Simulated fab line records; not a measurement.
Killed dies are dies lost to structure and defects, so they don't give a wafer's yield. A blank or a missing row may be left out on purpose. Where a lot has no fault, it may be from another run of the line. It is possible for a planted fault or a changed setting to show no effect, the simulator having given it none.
The same fault as seen by 2 desks || flow n5 finfet || what lay behind the numbers comes last; until then each desk has only its own

== AT THE METROLOGY DESK ==
What the gauges read for every lot (on any tool): the sampled wafers with a number, averaged. Marked OUT: a lot whose mean sits more than 4 standard deviations from the usual mean, which makes it out of limits; the brackets give that distance.
Columns: A = cd nm at N5_BEOL_M10_CD_MEAS_11, usual 64.3 nm
{"lot": "L221", "first seen here": "day 12 02:00", "A": 63.5}
{"lot": "L223", "first seen here": "day 12 17:32", "A": 63.2}
{"lot": "L228", "first seen here": "day 13 09:14", "A": 65.3}
{"lot": "L230", "first seen here": "day 13 18:17", "A": 64.8}
{"lot": "L229", "first seen here": "day 13 22:20", "A": 64.2}
{"lot": "L234", "first seen here": "day 15 03:02", "A": 64.7}
{"lot": "L236", "first seen here": "day 15 14:02", "A": 63.9}
{"lot": "L237", "first seen here": "day 16 02:44", "A": 63.3}
{"lot": "L238", "first seen here": "day 16 06:14", "A": 64.1}
{"lot": "L239", "first seen here": "day 16 09:45", "A": 64.0}
This desk's finding: nothing out of limits on any of the 10 lots.

== FOR THE TOOL OWNER'S DESK: rie diel-01 ==
The tool's own readings at N5_BEOL_M10_VIA_ETCH_34 (etches SiCOH lowk in C4F6/O2, target depth 184.5 nm, time 69.2 s): means of the sampled wafers that have a number, for each lot that ran on this tool. Marked OUT: a lot whose mean sits more than 4 standard deviations from the usual mean, which makes it out of limits; the brackets give that distance. Of its 9 readings 7 are shown: the one that was out of limits first, and those that lie furthest out on some lot.
Columns: A = C4F6_flow_sccm at N5_BEOL_M10_VIA_ETCH_34, usual 9.997 sccm; B = bias w at N5_BEOL_M10_VIA_ETCH_34, usual 185.1 W; C = mfc ar sccm at N5_BEOL_M10_VIA_ETCH_34, usual 300.0 sccm; D = oes_ar_750_au at N5_BEOL_M10_VIA_ETCH_34, usual 0.82 a.u.; E = oes product au at N5_BEOL_M10_VIA_ETCH_34, usual 0.82 a.u.; F = rf vpp V at N5_BEOL_M10_VIA_ETCH_34, usual 661 V; G = showerhead plenum p Torr at N5_BEOL_M10_VIA_ETCH_34, usual 2.83 Torr
{"lot": "L223", "first seen here": "day 12 21:29", "A": 9.983, "B": 185.4, "C": 299.5, "D": 0.88, "E": 0.88, "F": 664, "G": 2.78}
{"lot": "L228", "first seen here": "day 13 12:44", "A": 9.991, "B": "190.2 (+8.6) OUT", "C": 300.2, "D": 0.91, "E": 0.91, "F": 686, "G": 2.78}
{"lot": "L230", "first seen here": "day 13 21:43", "A": 9.977, "B": "189.0 (+6.6) OUT", "C": 300.1, "D": 0.83, "E": 0.84, "F": 675, "G": 2.81}
{"lot": "L229", "first seen here": "day 13 23:35", "A": 10.019, "B": "189.4 (+7.3) OUT", "C": 300.6, "D": 0.88, "E": 0.87, "F": 674, "G": 2.76}
{"lot": "L237", "first seen here": "day 16 04:07", "A": 10.005, "B": 184.7, "C": 300.8, "D": 0.80, "E": 0.81, "F": 664, "G": 2.81}
{"lot": "L238", "first seen here": "day 16 08:36", "A": 9.980, "B": 184.8, "C": 299.9, "D": 0.80, "E": 0.80, "F": 665, "G": 2.82}
This desk finds L228, L229, L230 out of limits, L228 being first, at day 13 12:44 (bias w at N5_BEOL_M10_VIA_ETCH_34). In limits: L223, L237, L238.

== PUT TOGETHER ==
The tool owner's desk could have raised an alarm at day 13 12:44, on L228, L229, L230.
At the metrology desk, nothing out of limits was observed.
The metrology desk has L228, L229, L230 on record, within its limits.
Of the lots named, all ran N5_BEOL_M10_VIA_ETCH_34 on rie diel-01.

== WHAT WAS PUT IN BY THE SIMULATOR ==
rie diel-01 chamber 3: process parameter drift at N5_BEOL_M10_VIA_ETCH_34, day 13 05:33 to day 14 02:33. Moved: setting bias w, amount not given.
Struck lots among those shown: L228, L229, L230.
Each desk's first reading out of limits, in hours after the fault started: the tool owner's desk, 7.
